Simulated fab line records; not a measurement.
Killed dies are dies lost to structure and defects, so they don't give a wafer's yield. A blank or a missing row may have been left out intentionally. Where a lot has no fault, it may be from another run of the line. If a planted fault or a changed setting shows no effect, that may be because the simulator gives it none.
Chamber matching -- flow nand_harc -- rie_si-03 running NHARC_P_GATE_ETCH_32: 4 sister chambers
The step etches the open film in HBr/Cl2, target depth 150 nm, time 100.1 s. 4 wafers are shown with their chamber, then 7 later ones without.

== WAFERS WITH THEIR CHAMBER ==
wafer,chamber,drypump_motor_current_A (A)
L206.5,2,5.7
L207.5,0,6.1
L207.6,1,5.4
L211.5,3,5.9

== WAFERS WITH NO CHAMBER GIVEN ==
wafer,drypump_motor_current_A (A)
L211.6,6.1
L212.1,5.9
L212.3,5.7
L212.5,6.1
L216.1,5.9
L216.2,5.6
L216.5,6.1

== CHAMBER TAKEN BY EACH ==
wafer,from the rows above,in truth
L211.6,0,0
L212.1,3,3
L212.3,2,2
L212.5,0,0
L216.1,3,3
L216.2,2,2
L216.5,0,0
Placed correctly: 7 of 7. Can't be placed from these rows: 0. Placed wrongly: 0.
How it was worked out, from the rows above alone: a wafer's distance from a chamber is the root of the sum, over the readings, of the square of ((its reading less the chamber's mean) divided by the reading's scatter). If the next closest chamber is less than 2 further off than the closest, the wafer can't be placed; otherwise it belongs to the closest. A chamber's mean is the mean of its shown wafers. The scatter: with one shown wafer a chamber, the root of the mean of the squares of how far each hidden wafer lies from its nearest shown one.
